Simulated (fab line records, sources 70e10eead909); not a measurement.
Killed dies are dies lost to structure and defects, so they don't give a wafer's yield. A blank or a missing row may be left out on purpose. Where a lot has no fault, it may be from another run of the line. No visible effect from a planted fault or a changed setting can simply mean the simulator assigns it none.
Struck lot and sound lot, side by side -- flow nand harc -- 18 steps out of a route of 1159
Sound: wafers L701.3, L701.5, L701.6. The struck wafers were L698.2, L698.4, L698.6. Last of all comes the cause.
Per side, at each step with rows, come the tool, then ch with its chambers, and then its first start. Under that, the readings that differ: sound wafers -- struck wafers -- difference of the means -- sigmas: that difference in standard deviations of wafers without a fault.
alike: a reading whose means differ by less than 2 such deviations, as well as words and numbers matching on both sides. not compared: withheld readings; readings where some wafer has no value; bounds like >300 that might hide an equal value; numbers whose values overlap and for which the record gives no deviation.
A row with sigmas, a row that says differs or no value, or rows on one side alone: a step with any of these is where the two part. When numbers do not overlap yet have no deviation, they are printed without sigmas and do not part them. A reading missing from all wafers of one side parts the sides only when that side holds two or more wafers.

NHARC_P_ZERO_WELL_CD_MEAS_24 targets a cd of 720 nm.
  sound on cd sem-02 ch 0, day 4 08:28; struck on cd sem-01 ch 0, day 3 14:28
  alike: cd nm
then, 1 step without rows for these wafers: NHARC_P_ZERO_WELL_HARDBAKE_25 (time 80 s).
NHARC_P_ZERO_WELL_DESCUM_26: chemistry O2, time 3 s.
  sound on rie diel-04 ch 1,2,3, day 4 08:39; struck on rie diel-05 ch 0,3, day 3 14:38
  alike: drypump motor current A, o2 flow sccm, oes product au, rf vpp V, showerhead plenum p Torr, throttle valve pct
  not compared: rf hours counter h
then, 9 steps without rows for these wafers: NHARC_P_ZERO_WELL_IMPLANT_27; NHARC_P_ZERO_WELL_IMPLANT_57; NHARC_P_ZERO_WELL_IMPLANT_58; NHARC_P_ZERO_WELL_STRIP_28 (strips in SPM, time 840 s); NHARC_P_ZERO_WELL_DEHYDRATE_29 (time 120 s); NHARC_P_ZERO_WELL_HMDS_30 (time 30 s); NHARC_P_ZERO_WELL_COAT_31; NHARC_P_ZERO_WELL_SOFTBAKE_32 (time 95 s); NHARC_P_ZERO_WELL_EBR_33.
NHARC_P_ZERO_WELL_EXPOSE_34: exposes mask P PWELL, target cd 720 nm.
  sound on krf scanner-01 ch 0, day 4 09:53; struck on krf scanner-02 ch 0, day 3 15:58
reading,sound,struck,difference,sigmas
exposure dose mJ cm2,22.306 22.291 22.281,32.827 32.859 32.839,+10.549,+99 or more
  alike: mask
then, 2 steps without rows for these wafers: NHARC_P_ZERO_WELL_PEB_35 (peb time 85 s); NHARC_P_ZERO_WELL_DEVELOP_36 (time 70 s).
NHARC_P_ZERO_WELL_CD_MEAS_37 targets a cd of 720 nm.
  sound on cd sem-02 ch 0, day 4 10:02; struck on cd sem-03 ch 0, day 3 16:07
reading,sound,struck,difference,sigmas
cd nm (nm),720.5 720.4 723.7,789.5 791.5 788.0,+68.1,+27
then, 2 steps without rows for these wafers: NHARC_P_ZERO_WELL_HARDBAKE_38 (time 80 s); NHARC_END_SORT_01.

== WHERE THEY PART ==
At NHARC_P_ZERO_WELL_EXPOSE_34 first; at NHARC_P_ZERO_WELL_CD_MEAS_37 last (within this record only).

WHY: what had been put in by the simulator
Drift in process parameters on krf scanner-02 at NHARC_P_ZERO_WELL_EXPOSE_34, starting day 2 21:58. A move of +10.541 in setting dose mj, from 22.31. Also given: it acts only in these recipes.
